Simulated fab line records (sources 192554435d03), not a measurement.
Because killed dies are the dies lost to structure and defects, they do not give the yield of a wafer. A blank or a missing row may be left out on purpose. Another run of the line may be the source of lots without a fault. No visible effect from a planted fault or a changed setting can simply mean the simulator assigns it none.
Which of the tools did it?    flow n5 finfet    24 lots, 72 wafers sampled, at 6 steps of a route of 1938

== WHAT THE GAUGES READ, wafer by wafer ==
N5_BEOL_M2_INSPECT_30: inspects for defects (brightfield). Usual: raw defect count reads 402 (standard deviation 98).
lot   measured      on                 raw defect count  flag
L074  day 6 16:18   defect inspect-02  243 305 302       
L075  day 7 02:34   defect inspect-01  550 367 556       
L076  day 7 05:46   defect inspect-01  279 433 347       
L077  day 7 09:31   defect inspect-02  347 292 352       
L078  day 7 11:46   defect inspect-01  544 352 371       
L079  day 7 13:38   defect inspect-02  441 351 391       
L080  day 8 00:37   defect inspect-01  278 449 339       
L081  day 8 11:23   defect inspect-02  489 483 427       
L082  day 8 13:26   defect inspect-02  286 337 360       
L083  day 8 18:26   defect inspect-02  284 405 395       
L084  day 8 22:46   defect inspect-01  504 466 484       
L085  day 9 15:11   defect inspect-02  366 420 437       
L086  day 9 15:23   defect inspect-02  313 412 517       
L087  day 9 21:54   defect inspect-01  448 395 390       
L089  day 10 02:57  defect inspect-01  271 442 539       
L088  day 10 14:15  defect inspect-02  628 524 628       
L090  day 10 14:19  defect inspect-01  435 394 527       
L091  day 10 20:16  defect inspect-01  583 631 539       
L092  day 11 00:28  defect inspect-02  460 323 430       
L093  day 11 08:36  defect inspect-02  404 293 313       
L094  day 12 03:12  defect inspect-02  423 390 422       
L095  day 12 12:38  defect inspect-02  386 443 507       
L097  day 12 12:26  defect inspect-02  257 352 292       
L096  day 12 14:28  defect inspect-02  365 369 353       

== EACH LOT AND THE TOOL THAT RAN IT (in order: tool; ch and the chambers of the sampled wafers; start) ==
lot   N5_BEOL_M1_PRE_CLEAN_45       N5_BEOL_M1_SPUTTER_81         N5_BEOL_M1_SPUTTER_90         N5_BEOL_M2_ETCH_74                  N5_BEOL_M2_HM_OPEN_17
L074  pvd sputter-01, day 6 11:04   pvd sputter-01, day 6 12:08   pvd sputter-01, day 6 12:48   rie diel-05 ch 0,2,3, day 6 15:29   rie metal-01 ch 0,1, day 6 15:43
L075  pvd sputter-03, day 6 20:59   pvd sputter-03, day 6 22:09   pvd sputter-03, day 6 22:49   rie diel-03 ch 0,1,2, day 7 01:44   rie metal-01 ch 0,1, day 7 01:58
L076  pvd sputter-01, day 6 21:23   pvd sputter-03, day 6 23:59   pvd sputter-03, day 7 00:39   rie diel-03 ch 0,1,3, day 7 04:58   rie metal-03 ch 0,1, day 7 05:11
L077  pvd sputter-03, day 7 01:35   pvd sputter-01, day 7 02:46   pvd sputter-01, day 7 03:26   rie diel-04 ch 2,3, day 7 08:43     rie metal-03 ch 0,1, day 7 08:56
L078  pvd sputter-02, day 7 05:04   pvd sputter-03, day 7 06:57   pvd sputter-03, day 7 07:37   rie diel-03 ch 0,1,2, day 7 10:55   rie metal-03 ch 0,1, day 7 11:09
L079  pvd sputter-01, day 7 08:13   pvd sputter-01, day 7 09:33   pvd sputter-01, day 7 10:13   rie diel-04 ch 1,3, day 7 12:45     rie metal-02 ch 0,1, day 7 12:58
L080  pvd sputter-03, day 7 17:25   pvd sputter-02, day 7 19:20   pvd sputter-02, day 7 19:59   rie diel-04 ch 1,2,3, day 7 23:49   rie metal-02 ch 0,1, day 8 00:03
L081  pvd sputter-01, day 8 05:20   pvd sputter-02, day 8 06:42   pvd sputter-02, day 8 07:22   rie diel-04 ch 1,3, day 8 10:18     rie metal-03 ch 0,1, day 8 10:33
L082  pvd sputter-01, day 8 07:40   pvd sputter-01, day 8 08:50   pvd sputter-01, day 8 09:29   rie diel-04 ch 0,1,3, day 8 12:29   rie metal-01 ch 0,1, day 8 12:41
L083  pvd sputter-01, day 8 11:47   pvd sputter-01, day 8 13:15   pvd sputter-01, day 8 13:55   rie diel-03 ch 0,1,2, day 8 17:35   rie metal-02 ch 0,1, day 8 17:48
L084  pvd sputter-03, day 8 17:22   pvd sputter-02, day 8 18:24   pvd sputter-02, day 8 19:04   rie diel-05 ch 1,2,3, day 8 21:58   rie metal-02 ch 0,1, day 8 22:11
L085  pvd sputter-02, day 9 06:27   pvd sputter-02, day 9 07:32   pvd sputter-02, day 9 08:11   rie diel-04 ch 0,1, day 9 14:23     rie metal-02 ch 0,1, day 9 14:36
L086  pvd sputter-01, day 9 06:59   pvd sputter-01, day 9 10:00   pvd sputter-01, day 9 10:40   rie diel-03 ch 0,1,3, day 9 14:33   rie metal-01 ch 0,1, day 9 14:46
L087  pvd sputter-02, day 9 15:11   pvd sputter-01, day 9 16:17   pvd sputter-01, day 9 16:56   rie diel-03 ch 0,1,3, day 9 20:33   rie metal-02 ch 0,1, day 9 20:46
L089  pvd sputter-03, day 9 21:07   pvd sputter-03, day 9 22:16   pvd sputter-03, day 9 22:55   rie diel-03 ch 0,2,3, day 10 02:08  rie metal-03 ch 0,1, day 10 02:21
L088  pvd sputter-03, day 10 04:41  pvd sputter-03, day 10 05:51  pvd sputter-03, day 10 06:31  rie diel-03 ch 0,2,3, day 10 12:59  rie metal-02 ch 0,1, day 10 13:12
L090  pvd sputter-01, day 10 07:45  pvd sputter-02, day 10 08:47  pvd sputter-02, day 10 09:26  rie diel-03 ch 0,1, day 10 13:19    rie metal-02 ch 0,1, day 10 13:34
L091  pvd sputter-01, day 10 12:55  pvd sputter-03, day 10 14:13  pvd sputter-03, day 10 14:53  rie diel-03 ch 1,2,3, day 10 19:28  rie metal-01 ch 0,1, day 10 19:41
L092  pvd sputter-02, day 10 19:03  pvd sputter-01, day 10 20:05  pvd sputter-01, day 10 20:45  rie diel-04 ch 2,3, day 10 23:40    rie metal-03 ch 0,1, day 10 23:53
L093  pvd sputter-02, day 11 02:05  pvd sputter-02, day 11 03:29  pvd sputter-02, day 11 04:09  rie diel-03 ch 0,2,3, day 11 07:40  rie metal-03 ch 0,1, day 11 07:53
L094  pvd sputter-02, day 11 21:08  pvd sputter-01, day 11 22:25  pvd sputter-01, day 11 23:04  rie diel-04 ch 0,1,2, day 12 02:23  rie metal-03 ch 0,1, day 12 02:37
L095  pvd sputter-02, day 12 03:27  pvd sputter-02, day 12 05:57  pvd sputter-02, day 12 06:37  rie diel-04 ch 0,1,3, day 12 11:33  rie metal-01 ch 0,1, day 12 11:47
L097  pvd sputter-02, day 12 03:32  pvd sputter-01, day 12 05:57  pvd sputter-01, day 12 06:37  rie diel-05 ch 0,1,2, day 12 11:30  rie metal-02 ch 0,1, day 12 11:43
L096  pvd sputter-02, day 12 07:55  pvd sputter-02, day 12 08:59  pvd sputter-02, day 12 09:39  rie diel-04 ch 0,1, day 12 12:20    rie metal-01 ch 0,1, day 12 12:33
- N5_BEOL_M1_PRE_CLEAN_45: time 30 s.
- N5_BEOL_M1_SPUTTER_81: material Cu, target thk 4.5 nm, time 8.29 s.
- N5_BEOL_M1_SPUTTER_90: material Cu, target thk 4.5 nm, time 8.29 s.
- N5_BEOL_M2_ETCH_74: etches underlayer in N2/H2, target depth 6.5 nm, time 5.2 s.
- N5_BEOL_M2_HM_OPEN_17: chemistry Cl2/BCl3, target TiN, target depth 20 nm, overetch 6 nm.

== WHAT THE TOOLS THEMSELVES READ (means of the sampled wafers that have a number; where no wafer has one, the mark that the record gives instead) ==
N5_BEOL_M1_PRE_CLEAN_45. Usual: heater power w reads 331 W (standard deviation 24).
lot   tool            heater power w (W)  flag
L074  pvd sputter-01  312                 
L075  pvd sputter-03  346                 
L076  pvd sputter-01  333                 
L077  pvd sputter-03  347                 
L078  pvd sputter-02  323                 
L079  pvd sputter-01  323                 
L080  pvd sputter-03  326                 
L081  pvd sputter-01  328                 
L082  pvd sputter-01  347                 
L083  pvd sputter-01  317                 
L084  pvd sputter-03  373                 
L085  pvd sputter-02  323                 
L086  pvd sputter-01  332                 
L087  pvd sputter-02  334                 
L089  pvd sputter-03  369                 
L088  pvd sputter-03  329                 
L090  pvd sputter-01  322                 
L091  pvd sputter-01  324                 
L092  pvd sputter-02  323                 
L093  pvd sputter-02  320                 
L094  pvd sputter-02  306                 
L095  pvd sputter-02  304                 
L097  pvd sputter-02  321                 
L096  pvd sputter-02  338                 

N5_BEOL_M1_SPUTTER_81. Usual: chuck sensor temp C -16.1 C, standard deviation 0.54; throttle valve pct 29.9 %, standard deviation 0.99.
lot   tool            chuck sensor temp C (C)  throttle valve pct (%)  flag
L074  pvd sputter-01  -16.6                    30.2                    
L075  pvd sputter-03  -15.9                    30.8                    
L076  pvd sputter-03  -15.7                    30.7                    
L077  pvd sputter-01  -16.1                    30.2                    
L078  pvd sputter-03  -15.6                    29.9                    
L079  pvd sputter-01  -16.6                    30.2                    
L080  pvd sputter-02  -15.6                    29.7                    
L081  pvd sputter-02  -16.5                    28.5                    
L082  pvd sputter-01  -16.6                    30.5                    
L083  pvd sputter-01  -16.0                    29.8                    
L084  pvd sputter-02  -15.8                    28.9                    
L085  pvd sputter-02  -15.9                    29.4                    
L086  pvd sputter-01  -16.2                    30.1                    
L087  pvd sputter-01  -16.4                    30.4                    
L089  pvd sputter-03  -16.1                    30.9                    
L088  pvd sputter-03  -15.7                    29.9                    
L090  pvd sputter-02  -16.5                    28.9                    
L091  pvd sputter-03  -15.7                    30.4                    
L092  pvd sputter-01  -16.4                    30.1                    
L093  pvd sputter-02  -16.4                    28.8                    
L094  pvd sputter-01  -16.5                    30.5                    
L095  pvd sputter-02  -16.4                    28.8                    
L097  pvd sputter-01  -16.3                    29.9                    
L096  pvd sputter-02  -16.2                    29.1                    

N5_BEOL_M1_SPUTTER_90. Usual: chuck sensor temp C -16.2 C, standard deviation 0.55; throttle valve pct 29.9 %, standard deviation 0.98.
lot   tool            chuck sensor temp C (C)  throttle valve pct (%)  flag
L074  pvd sputter-01  -16.6                    30.2                    
L075  pvd sputter-03  -15.9                    30.8                    
L076  pvd sputter-03  -15.8                    30.7                    
L077  pvd sputter-01  -16.2                    30.2                    
L078  pvd sputter-03  -15.8                    30.1                    
L079  pvd sputter-01  -16.7                    30.3                    
L080  pvd sputter-02  -15.6                    29.6                    
L081  pvd sputter-02  -16.4                    28.7                    
L082  pvd sputter-01  -16.6                    30.2                    
L083  pvd sputter-01  -15.9                    29.7                    
L084  pvd sputter-02  -15.9                    28.9                    
L085  pvd sputter-02  -15.9                    29.5                    
L086  pvd sputter-01  -16.2                    30.3                    
L087  pvd sputter-01  -16.5                    30.5                    
L089  pvd sputter-03  -15.9                    31.0                    
L088  pvd sputter-03  -15.7                    29.9                    
L090  pvd sputter-02  -16.5                    28.8                    
L091  pvd sputter-03  -15.7                    30.5                    
L092  pvd sputter-01  -16.4                    30.2                    
L093  pvd sputter-02  -16.5                    28.8                    
L094  pvd sputter-01  -16.5                    30.5                    
L095  pvd sputter-02  -16.5                    29.1                    
L097  pvd sputter-01  -16.4                    30.0                    
L096  pvd sputter-02  -16.2                    29.1                    

N5_BEOL_M2_ETCH_74. Usual: drypump motor current A is 6.0 A with standard deviation 0.45, etch rf on time s is 5.20 s with standard deviation 0.13, oes product au is 0.65 a.u. with standard deviation 0.078, rf fwd power W is 819.3 W with standard deviation 2.5, rf vpp V is 523.7 V with standard deviation 2.4, showerhead plenum p Torr is 2.54 Torr with standard deviation 0.072, and throttle valve pct is 17.84 % with standard deviation 0.3.
lot   tool         drypump motor current A (A)  etch rf on time s (s)  oes product au (a.u.)  rf fwd power W (W)  rf vpp V (V)  showerhead plenum p Torr (Torr)  throttle valve pct (%)  flag
L074  rie diel-05  6.0                          5.30                   0.59                   819.0               522.7         2.48                             17.85                   
L075  rie diel-03  6.0                          5.14                   0.66                   821.5               523.6         2.54                             17.93                   
L076  rie diel-03  5.8                          5.00                   0.73                   819.6               522.9         2.50                             17.72                   
L077  rie diel-04  6.3                          5.26                   0.63                   820.3               521.7         2.51                             17.98                   
L078  rie diel-03  6.0                          5.17                   0.67                   818.7               523.7         2.54                             17.94                   
L079  rie diel-04  6.1                          5.17                   0.66                   817.5               523.8         2.51                             17.65                   
L080  rie diel-04  6.2                          5.15                   0.63                   819.2               524.3         2.53                             17.84                   
L081  rie diel-04  6.1                          5.11                   0.62                   820.8               524.0         2.56                             17.66                   
L082  rie diel-04  6.3                          5.21                   0.62                   819.6               524.7         2.56                             17.65                   
L083  rie diel-03  6.0                          5.16                   0.65                   818.2               524.6         2.54                             17.97                   
L084  rie diel-05  5.7                          5.31                   0.59                   820.8               523.4         2.51                             17.82                   
L085  rie diel-04  6.3                          5.21                   0.59                   821.4               525.6         2.61                             17.68                   
L086  rie diel-03  5.8                          5.15                   0.69                   820.2               521.5         2.49                             17.76                   
L087  rie diel-03  5.8                          5.13                   0.69                   818.3               522.3         2.49                             17.76                   
L089  rie diel-03  5.6                          5.20                   0.64                   816.6               525.0         2.53                             18.07                   
L088  rie diel-03  5.6                          5.23                   0.65                   820.0               523.4         2.53                             18.07                   
L090  rie diel-03  6.2                          5.16                   0.67                   819.6               522.3         2.49                             17.69                   
L091  rie diel-03  6.0                          5.16                   0.68                   820.4               523.9         2.53                             17.97                   
L092  rie diel-04  6.2                          5.21                   0.63                   819.3               521.2         2.46                             17.88                   
L093  rie diel-03  5.6                          5.25                   0.63                   817.2               523.8         2.53                             18.09                   
L094  rie diel-04  6.3                          5.26                   0.67                   815.0               524.0         2.58                             17.75                   
L095  rie diel-04  6.3                          5.29                   0.68                   817.8               525.4         2.55                             17.57                   
L097  rie diel-05  5.6                          5.17                   0.74                   817.4               526.3         2.65                             17.68                   
L096  rie diel-04  6.3                          5.21                   0.73                   818.4               526.3         2.61                             17.45                   

N5_BEOL_M2_HM_OPEN_17. Usual: bcl3 flow sccm 21.77 sccm, standard deviation 0.057; drypump motor current A 5.4 A, standard deviation 0.46; oes_ar_750_au 0.74 a.u., standard deviation 0.072; oes product au 0.64 a.u., standard deviation 0.057; rf fwd power W 992 W, standard deviation 3.7; throttle valve pct 22.1 %, standard deviation 0.32.
lot   tool          bcl3 flow sccm (sccm)  drypump motor current A (A)  oes_ar_750_au (a.u.)  oes product au (a.u.)  rf fwd power W (W)  throttle valve pct (%)  flag
L074  rie metal-01  21.81                  4.9                          0.77                  0.67                   997                 21.9                    
L075  rie metal-01  21.82                  4.9                          0.76                  0.67                   993                 21.9                    
L076  rie metal-03  21.76                  5.2                          0.68                  0.58                   990                 22.3                    
L077  rie metal-03  21.79                  5.1                          0.68                  0.59                   992                 22.3                    
L078  rie metal-03  21.76                  5.5                          0.66                  0.57                   989                 22.5                    
L079  rie metal-02  21.82                  5.6                          0.79                  0.67                   989                 22.0                    
L080  rie metal-02  21.72                  5.7                          0.78                  0.67                   992                 22.1                    
L081  rie metal-03  21.78                  5.5                          0.66                  0.57                   991                 22.5                    
L082  rie metal-01  21.74                  4.9                          0.75                  0.67                   996                 21.9                    
L083  rie metal-02  21.83                  5.8                          0.80                  0.67                   992                 21.9                    
L084  rie metal-02  21.77                  5.7                          0.78                  0.67                   991                 22.0                    
L085  rie metal-02  21.79                  5.6                          0.78                  0.67                   993                 22.1                    
L086  rie metal-01  21.77                  5.0                          0.79                  0.69                   996                 21.8                    
L087  rie metal-02  21.75                  5.8                          0.79                  0.66                   993                 21.9                    
L089  rie metal-03  21.79                  5.5                          0.66                  0.56                   991                 22.5                    
L088  rie metal-02  21.79                  5.6                          0.77                  0.66                   990                 22.1                    
L090  rie metal-02  21.81                  5.8                          0.79                  0.66                   991                 21.9                    
L091  rie metal-01  21.78                  4.9                          0.75                  0.64                   996                 21.9                    
L092  rie metal-03  21.77                  5.5                          0.65                  0.56                   992                 22.5                    
L093  rie metal-03  21.79                  5.2                          0.66                  0.57                   992                 22.4                    
L094  rie metal-03  21.70                  5.1                          0.66                  0.57                   988                 22.4                    
L095  rie metal-01  21.71                  5.0                          0.78                  0.67                   992                 21.8                    
L097  rie metal-02  21.72                  5.8                          0.77                  0.66                   989                 21.9                    
L096  rie metal-01  21.77                  5.0                          0.78                  0.67                   990                 21.8                    

== THE ANSWER, worked out from the rows above alone ==
Rule: lot off if the mean of its wafers having a number is beyond 3 standard deviations from the usual mean. A lot without any number at a reading at which 4 lots or more have one is off too. The other lots that the step has rows for count as sound. After the gauges, taken in route order, come the tools' own readings; for these a lot's mean is taken, as printed above. The first step at which some lot is off is used, and at that step the reading that is off furthest; a lot without a number counts as furthest.
No lot is off on any of the readings shown, so nothing can be concluded from this.

== WHAT THE SIMULATOR HAD INSERTED ==
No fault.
